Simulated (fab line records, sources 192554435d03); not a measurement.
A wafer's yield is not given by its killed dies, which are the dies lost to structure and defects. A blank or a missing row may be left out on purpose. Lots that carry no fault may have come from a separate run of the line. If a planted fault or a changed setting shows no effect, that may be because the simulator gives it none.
fab line records	flow n5-finfet	part 2 of 2: steps 5 to 6 of 6
[record] lots = 22	wafers = 66	last-day = 18
route steps=1938 shown MOL_CONTACT_COAG@526
lots with no fault: from the same line, run without faults
start-h: the number of hours between the record's first day and the start of the first shown wafer of the lot	wait-h: hours elapsed since this lot's preceding step	" repeats the value in the row above	L1.1+2: a single row standing in for several wafers	- no value, or no start was given	* or withheld: withheld	< > ~ a bound
route shown NAME@n: names a module that has steps shown in the file, with the first one's number in the route	usual: mean/standard deviation taken from wafers without a fault	same: alike in all rows	chamber/n: place in a boat	sites: the reading at each site	_std_site: standard deviation across them	_edge_site: inner sites' mean taken away from outer sites' mean	radius-mm: how far each site lies from the wafer's centre	mask NAME#n: copy n	behind: tool/chamber where the wafer was last shaped	hold: the reason the lot was held/the length of the hold in hours/how it ended	device: transistor that didn't switch, given as n, p or np	end of line: the tests these same wafers got at the end of their route	step lacking rows: just its recipe	killed: count of dies lost to structure and defects at first sort (not the wafer's yield)	map: the dies of a wafer, with x for killed, . for not killed, _ for no die there
set.NAME: setting as actually run; set.NAME@STEP: the setting as run at that earlier step	model.NAME: the simulator's own value behind a step, which no gauge read
steps of the route over a sample of lots; a table a step, a row a wafer
services: a tool's chamber out of use, with start hour (start-h, from the record's first day; less than 0 if before it), hours out, and reason
[[steps]]
[step N5_MOL_CONTACT_COAG_ETCH_90]
[recipe] chemistry = CF4	target = SiARC	target-depth-a = 130	mask-material = CAR-EUV	time-s = 21.7	ion-energy-ev = 80	pressure-mtorr = 40	source-w = 545	bias-w = 36	Ar_flow_sccm = 100	cf4-flow-sccm = 100	ends = cleared
[usual] chamber-pressure-mTorr = 40.00/0.038	drypump-motor-current-A = 5.6/0.36	etch-rf-on-time-s = 21.6/0.45	oes-product-au = 0.65/0.059	rf-vpp-V = 184.2/1.2	showerhead-plenum-p-Torr = 2.15/0.065	throttle-valve-pct = 15.57/0.19
lot.wafer	tool	chamber	start-h	wait-h	chamber-pressure-mTorr	drypump-motor-current-A	etch-rf-on-time-s	oes-product-au	rf-hours-counter-h	rf-vpp-V	showerhead-plenum-p-Torr	throttle-valve-pct
L075.2	rie-diel-02	2	107.82	0.0	40.01	5.3	21.8	0.62	205	183.8	2.21	15.88
L075.5	"	3	"	"	40.00	5.6	20.6	0.66	-	184.3	2.14	15.52
L075.6	"	0	"	"	39.98	5.3	22.0	0.62	-	184.2	2.05	15.47
L076.1	rie-diel-03	0	122.58	0.0	39.96	5.6	20.8	0.65	170	183.3	2.13	15.43
L076.4	"	2	"	"	39.93	5.4	21.3	0.70	77	185.3	2.16	15.34
L076.6	"	1	"	"	40.01	5.3	21.6	0.74	-	185.4	2.18	15.32
L077.3	rie-diel-04	1	133.39	0.0	40.01	6.3	21.0	0.59	235	184.6	2.11	15.60
L077.5	"	1	"	"	39.96	6.3	21.0	0.59	-	183.4	2.11	15.60
L077.6	"	0	"	"	40.06	6.7	21.8	0.58	-	181.7	2.03	15.97
L078.1	rie-diel-02	3	135.07	0.0	39.96	5.6	20.5	0.65	159	184.9	2.14	15.54
L078.2	"	0	"	"	40.00	5.3	21.9	0.61	190	183.6	2.04	15.50
L078.5	"	3	"	"	40.00	5.6	20.3	0.66	-	184.5	2.14	15.54
L079.3	rie-diel-02	0	136.63	0.0	40.02	5.3	21.9	0.62	190	183.1	2.04	15.51
L079.4	"	2	"	"	40.03	5.2	21.8	0.60	216	183.4	2.20	15.92
L079.6	"	2	"	"	39.99	5.2	21.9	0.60	-	183.0	2.20	15.92
L080.3	rie-diel-02	2	139.37	0.0	39.97	5.2	21.8	0.61	217	184.2	2.20	15.93
L080.4	"	1	"	"	40.02	6.2	22.2	0.61	203	184.8	2.21	15.58
L080.5	"	0	"	"	40.02	5.3	22.0	0.62	-	182.8	2.04	15.50
L082.2	rie-diel-03	0	149.88	0.0	40.01	5.7	21.1	0.63	181	182.3	2.13	15.47
L082.3	"	3	"	"	40.05	5.7	21.8	0.60	247	182.9	2.02	15.90
L082.6	"	2	"	"	40.05	5.4	21.5	0.69	-	184.0	2.15	15.36
L083.2	rie-diel-03	2	155.06	0.0	40.07	5.4	21.6	0.69	89	186.3	2.15	15.35
L083.5	"	3	"	"	39.96	5.6	21.9	0.60	-	182.9	2.02	15.90
L083.6	"	2	"	"	39.96	5.4	21.4	0.69	-	184.7	2.15	15.35
L084.1	rie-diel-02	0	161.02	0.0	40.05	5.3	22.1	0.61	198	183.0	2.04	15.52
L084.3	"	1	"	"	40.02	6.2	22.0	0.60	210	186.3	2.21	15.61
L084.4	"	2	"	"	39.95	5.2	21.9	0.60	224	185.1	2.20	15.95
L085.1	rie-diel-03	1	165.90	0.0	40.05	5.3	22.1	0.72	67	183.7	2.17	15.35
L085.4	"	2	"	"	39.99	5.4	21.7	0.68	-	185.2	2.15	15.37
L085.6	"	1	"	"	39.99	5.3	22.1	0.72	-	186.1	2.17	15.36
L086.1	rie-diel-02	1	184.35	0.0	40.00	6.2	22.1	0.60	215	186.1	2.21	15.60
L086.3	"	2	"	"	39.99	5.2	21.9	0.60	230	184.3	2.20	15.96
L086.5	"	1	"	"	39.98	6.2	22.2	0.60	-	185.0	2.21	15.61
L087.1	rie-diel-02	3	184.55	0.0	40.05	5.6	20.8	0.64	174	184.8	2.13	15.59
L087.4	"	1	"	"	40.11	6.2	21.9	0.61	215	184.6	2.21	15.61
L087.5	"	1	"	"	39.97	6.2	21.9	0.61	-	184.9	2.21	15.60
L088.1	rie-diel-03	2	191.96	0.0	40.02	5.4	21.3	0.69	105	182.8	2.15	15.38
L088.3	"	1	"	"	40.05	5.3	21.8	0.71	78	184.3	2.17	15.38
L088.4	"	2	"	"	40.00	5.4	21.4	0.69	-	184.2	2.15	15.37
L089.1	rie-diel-02	0	193.96	0.0	39.94	5.3	22.1	0.60	207	182.1	2.04	15.54
L089.4	"	2	"	"	39.97	5.2	21.7	0.60	234	185.8	2.20	15.97
L089.5	"	2	"	"	40.00	5.2	21.5	0.60	-	185.8	2.20	15.96
L090.1	rie-diel-02	0	202.62	0.0	39.95	5.3	21.9	0.61	211	182.4	2.04	15.54
L090.2	"	1	"	"	39.99	6.2	22.2	0.60	222	185.1	2.20	15.62
L090.5	"	1	"	"	40.01	6.3	22.2	0.60	-	184.1	2.20	15.59
L091.2	rie-diel-03	2	205.89	0.0	40.00	5.4	21.5	0.68	111	185.4	2.15	15.37
L091.3	"	0	"	"	39.96	5.6	21.4	0.62	202	184.1	2.12	15.51
L091.6	"	3	"	"	39.97	5.7	21.4	0.83	-	184.0	2.27	15.42
L092.2	rie-diel-03	3	208.83	0.0	39.94	5.7	21.8	0.82	7	185.8	2.27	15.40
L092.3	"	0	"	"	40.01	5.6	21.3	0.62	203	182.7	2.12	15.50
L092.4	"	2	"	"	40.03	5.4	21.6	0.67	111	183.4	2.15	15.41
L093.1	rie-diel-03	2	217.38	0.0	40.05	5.4	21.7	0.66	116	184.7	2.14	15.40
L093.3	"	1	"	"	40.01	5.3	22.1	0.69	88	183.9	2.16	15.39
L093.6	"	1	"	"	39.93	5.3	22.1	0.69	-	184.4	2.16	15.38
L094.2	rie-diel-03	3	218.35	0.0	39.95	5.7	21.5	0.81	11	185.7	2.27	15.43
L094.3	"	2	"	"	39.99	5.4	21.7	0.66	116	183.4	2.14	15.42
L094.5	"	3	"	"	40.00	5.7	21.6	0.80	-	185.8	2.27	15.44
L095.1	rie-diel-03	2	225.69	0.0	39.99	5.4	21.7	0.66	117	184.1	2.14	15.43
L095.3	"	3	"	"	40.02	5.7	21.6	0.80	13	185.1	2.27	15.42
L095.4	"	1	"	"	40.01	5.3	21.9	0.69	90	184.2	2.16	15.39
L097.1	rie-diel-02	2	236.89	0.0	39.94	5.2	22.0	0.58	248	183.7	2.19	15.98
L097.3	"	3	"	"	40.00	5.6	21.0	0.62	192	183.7	2.13	15.61
L097.5	"	2	"	"	40.06	5.2	22.2	0.58	-	184.8	2.19	15.96
L096.1	rie-diel-03	2	239.37	0.0	39.95	5.4	21.5	0.67	122	184.2	2.14	15.43
L096.3	"	1	"	"	40.02	5.3	22.2	0.69	93	183.0	2.16	15.40
L096.5	"	3	"	"	39.99	5.7	21.7	0.79	-	185.1	2.27	15.44
[step N5_MOL_CONTACT_COAG_ALD_131]
[recipe] material = SiO2	target-thk-a = 50	temp-c = 100	ald-precursor-family = BDEAS	ald-co-reactant = O2-plasma	pulse-time-s = 1	co-reactant-pulse-time-s = 1	purge-time-s = 2	co-reactant-purge-time-s = 2	ald-cycles = 35	pressure-torr = 2
[usual] heater-power-w = 81/9.6	precursor-pulse-height-rel = 1.001/0.02
lot.wafer	tool	chamber	start-h	wait-h	heater-power-w	precursor-pulse-height-rel
L075.2	ald-sin-04	1	107.90	0.1	73	0.976
L075.5	"	1	"	"	70	1.035
L075.6	"	0	"	"	93	0.994
L076.1	ald-sin-02	0	122.72	0.1	69	1.009
L076.4	"	1	"	"	78	0.975
L076.6	"	2	"	"	81	0.995
L077.3	ald-sin-04	0	133.61	0.2	93	0.996
L077.5	"	3	"	"	84	1.021
L077.6	"	0	"	"	91	0.974
L078.1	ald-sin-02	0	135.15	0.1	69	0.981
L078.2	"	2	"	"	82	1.006
L078.5	"	1	"	"	80	1.004
L079.3	ald-sin-02	1	137.07	0.4	81	1.016
L079.4	"	3	"	"	71	1.008
L079.6	"	1	"	"	79	1.027
L080.3	ald-sin-04	3	139.45	0.1	81	0.981
L080.4	"	1	"	"	72	1.010
L080.5	"	0	"	"	91	1.010
L082.2	ald-sin-01	1	149.96	0.1	85	0.976
L082.3	"	0	"	"	84	0.999
L082.6	"	1	"	"	87	1.004
L083.2	ald-sin-04	2	155.14	0.1	102	0.995
L083.5	"	3	"	"	84	1.016
L083.6	"	2	"	"	102	0.989
L084.1	ald-sin-01	0	161.72	0.7	84	0.979
L084.3	"	2	"	"	82	1.011
L084.4	"	1	"	"	84	1.011
L085.1	ald-sin-01	1	166.05	0.1	81	0.981
L085.4	"	2	"	"	83	1.013
L085.6	"	1	"	"	85	0.983
L086.1	ald-sin-02	3	184.43	0.1	69	0.988
L086.3	"	2	"	"	81	1.000
L086.5	"	1	"	"	81	1.010
L087.1	ald-sin-02	1	184.63	0.1	78	1.008
L087.4	"	2	"	"	82	0.982
L087.5	"	1	"	"	80	1.010
L088.1	ald-sin-02	3	192.04	0.1	72	1.008
L088.3	"	1	"	"	80	0.993
L088.4	"	2	"	"	81	1.013
L089.1	ald-sin-04	3	194.04	0.1	81	1.007
L089.4	"	1	"	"	72	0.993
L089.5	"	3	"	"	83	0.989
L090.1	ald-sin-02	3	202.70	0.1	69	1.044
L090.2	"	0	"	"	73	1.012
L090.5	"	2	"	"	81	1.008
L091.2	ald-sin-02	0	206.67	0.7	70	1.004
L091.3	"	2	"	"	83	0.992
L091.6	"	2	"	"	82	0.988
L092.2	ald-sin-01	1	208.91	0.1	83	0.978
L092.3	"	0	"	"	78	1.004
L092.4	"	2	"	"	78	1.001
L093.1	ald-sin-02	1	217.69	0.3	77	1.010
L093.3	"	0	"	"	70	1.022
L093.6	"	3	"	"	70	0.976
L094.2	ald-sin-02	2	218.43	0.1	80	0.976
L094.3	"	0	"	"	69	1.001
L094.5	"	1	"	"	79	0.995
L095.1	ald-sin-04	0	225.77	0.1	93	0.982
L095.3	"	1	"	"	70	1.010
L095.4	"	2	"	"	107	0.984
L097.1	ald-sin-02	0	236.97	0.1	70	1.009
L097.3	"	2	"	"	81	0.995
L097.5	"	1	"	"	80	1.016
L096.1	ald-sin-04	1	239.45	0.1	71	0.988
L096.3	"	3	"	"	86	1.028
L096.5	"	2	"	"	108	1.004
[[services]]
tool	chamber	start-h	hours	kind
rie-diel-02	0	79.64	8.6	repair
rie-diel-02	1	79.64	3.7	repair
ald-sin-01	2	96.95	11.7	repair
ald-sin-02	-	99.08	3.6	repair
ald-sin-02	-	119.38	2.8	pm
rie-diel-02	-	145.40	4.3	pm
rie-diel-03	3	158.12	-	clean
rie-diel-03	3	158.12	-	consumable-replace:focus-ring
rie-diel-03	3	158.12	-	consumable-replace:showerhead
rie-diel-03	3	158.12	16.4	scheduled-down
rie-diel-03	3	158.12	16.4	vent-cycle
ald-sin-04	-	161.65	6.1	pm
rie-diel-02	-	163.03	3.2	repair
rie-diel-04	0	165.28	-	clean
rie-diel-04	0	165.28	-	consumable-replace:focus-ring
rie-diel-04	0	165.28	-	consumable-replace:showerhead
rie-diel-04	0	165.28	18.7	scheduled-down
rie-diel-04	0	165.28	18.7	vent-cycle
ald-sin-01	-	177.12	14.0	pm
rie-diel-04	1	184.08	-	clean
rie-diel-04	1	184.08	-	consumable-replace:focus-ring
rie-diel-03	3	189.80	9.6	repair
ald-sin-01	-	213.84	28.1	pm
rie-diel-03	-	219.02	2.8	pm
